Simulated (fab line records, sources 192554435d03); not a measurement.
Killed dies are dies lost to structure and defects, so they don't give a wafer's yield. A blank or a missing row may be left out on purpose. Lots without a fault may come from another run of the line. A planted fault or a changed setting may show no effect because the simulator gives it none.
Split-lot experiment | flow n5_finfet | 7 lots, 39 wafers read, on a route of 1938 steps

THE SPLIT
At N5_PASSIVATION_SPUTTER_20 (material TaN, target thk 50 nm), the setting target_thk_a was moved away from the recipe's 500 angstrom on 15 of the 39 wafers read, by -54.1% to +58.5%. The other wafers ran this setting at the recipe's value.

The reading is taken at the split's own step.

THE READING
TaN_of_PASSIVATION_SPUTTER_20.thk_nm (the simulator's own value, which no gauge read), in nm, at N5_PASSIVATION_SPUTTER_20 (material TaN, target thk 50 nm). The file gives no usual value for it. The 24 wafers here that ran the recipe average 49.9 nm, standard deviation 0.66 nm.

wafer  | tool, chamber at the split | target_thk_a as run, angstrom | against the recipe | TaN_of_PASSIVATION_SPUTTER_20.thk_nm, nm | against lot-mates on the recipe
L074.1 | pvd_sputter-03, -          | 500                           | recipe             | 49.8                                     | -
L074.2 | pvd_sputter-03, -          | 500                           | recipe             | 49.8                                     | -
L074.3 | pvd_sputter-03, -          | 500                           | recipe             | 49.2                                     | -
L074.4 | pvd_sputter-03, -          | 500                           | recipe             | 50                                       | -
L074.5 | pvd_sputter-03, -          | 500                           | recipe             | 50                                       | -
L074.6 | pvd_sputter-03, -          | 500                           | recipe             | 50.2                                     | -
L077.2 | pvd_sputter-02, -          | 500                           | recipe             | 49.6                                     | -
L077.4 | pvd_sputter-02, -          | 500                           | recipe             | 50                                       | -
L077.5 | pvd_sputter-02, -          | 500                           | recipe             | 50.2                                     | -
L079.1 | pvd_sputter-03, -          | 792.7                         | +58.5%             | 78.8                                     | +29.1
L079.6 | pvd_sputter-03, -          | 792.7                         | +58.5%             | 78.8                                     | +29.1
L079.2 | pvd_sputter-03, -          | 500                           | recipe             | 49.8                                     | -
L079.3 | pvd_sputter-03, -          | 500                           | recipe             | 50                                       | -
L079.4 | pvd_sputter-03, -          | 500                           | recipe             | 49.2                                     | -
L079.5 | pvd_sputter-03, -          | 792.7                         | +58.5%             | 79.4                                     | +29.7
L088.1 | pvd_sputter-01, -          | 500                           | recipe             | 51.6                                     | -
L088.2 | pvd_sputter-01, -          | 500                           | recipe             | 50.4                                     | -
L088.3 | pvd_sputter-01, -          | 690.1                         | +38.0%             | 69.8                                     | +18.5
L088.5 | pvd_sputter-01, -          | 690.1                         | +38.0%             | 69.8                                     | +18.5
L088.4 | pvd_sputter-01, -          | 690.1                         | +38.0%             | 70.8                                     | +19.5
L088.6 | pvd_sputter-01, -          | 500                           | recipe             | 51.8                                     | -
L091.1 | pvd_sputter-02, -          | 671.6                         | +34.3%             | 66.8                                     | +17.3
L091.2 | pvd_sputter-02, -          | 500                           | recipe             | 49.6                                     | -
L091.3 | pvd_sputter-02, -          | 500                           | recipe             | 49.8                                     | -
L091.4 | pvd_sputter-02, -          | 500                           | recipe             | 49.2                                     | -
L091.5 | pvd_sputter-02, -          | 671.6                         | +34.3%             | 67                                       | +17.5
L091.6 | pvd_sputter-02, -          | 671.6                         | +34.3%             | 66.6                                     | +17.1
L090.1 | pvd_sputter-03, -          | 359.2                         | -28.2%             | 35                                       | -14.3
L090.6 | pvd_sputter-03, -          | 359.2                         | -28.2%             | 35                                       | -14.3
L090.2 | pvd_sputter-03, -          | 500                           | recipe             | 49.4                                     | -
L090.3 | pvd_sputter-03, -          | 500                           | recipe             | 49.8                                     | -
L090.4 | pvd_sputter-03, -          | 500                           | recipe             | 48.8                                     | -
L090.5 | pvd_sputter-03, -          | 359.2                         | -28.2%             | 36.2                                     | -13.1
L092.1 | pvd_sputter-03, -          | 229.5                         | -54.1%             | 22.6                                     | -27.1
L092.2 | pvd_sputter-03, -          | 500                           | recipe             | 50                                       | -
L092.3 | pvd_sputter-03, -          | 229.5                         | -54.1%             | 22.4                                     | -27.3
L092.4 | pvd_sputter-03, -          | 500                           | recipe             | 49.8                                     | -
L092.5 | pvd_sputter-03, -          | 500                           | recipe             | 49.4                                     | -
L092.6 | pvd_sputter-03, -          | 229.5                         | -54.1%             | 23                                       | -26.7

THE FIT
A straight line over all 39 wafers: TaN_of_PASSIVATION_SPUTTER_20.thk_nm changes by +0.505 nm for each +1% of target_thk_a; r = +1.00; the points scatter about the line by 0.68 nm.
The same after taking each lot's own level away (the mean of its wafers on the recipe; 39 wafers): +0.5 nm for each +1%; r = +1.00; scatter 0.38 nm.
On that fit, the largest move of target_thk_a shifts the reading by 29 nm.
The lots' own levels span 49.33 to 51.27 nm, that is 2.9 times the standard deviation above.
So the lot-to-lot level changes the slope little: the two slopes agree.
Check: with one of the wafers moved furthest among these (+58.5%) left out of the fit, the line predicts +29.3 nm for it against its lot-mates. It came out at +29.1 nm against them.

OTHER SPLITS ON THESE WAFERS
These wafers also went through other splits before the reading. Each is held against what the fit with the lots' levels taken away leaves over:
other split on the same wafers     | wafers away from the commonest value | r with TaN_of_PASSIVATION_SPUTTER_20.thk_nm (lot level and that fit taken away)
N5_BEOL_M6_ILD_DEP_00 target_thk_a | 12                                   | +0.11
N5_BEOL_M9_ILD_DEP_00 time_s       | 12                                   | +0.25
N5_BEOL_M12_SPUTTER_44 time_s      | 15                                   | -0.19
N5_BEOL_M15_ETCH_61 time_s         | 15                                   | -0.06

THE FILE'S OWN FIT
TaN_of_PASSIVATION_SPUTTER_20.thk_nm changes by +0.5 nm for each +1% of target_thk_a, r = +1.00.
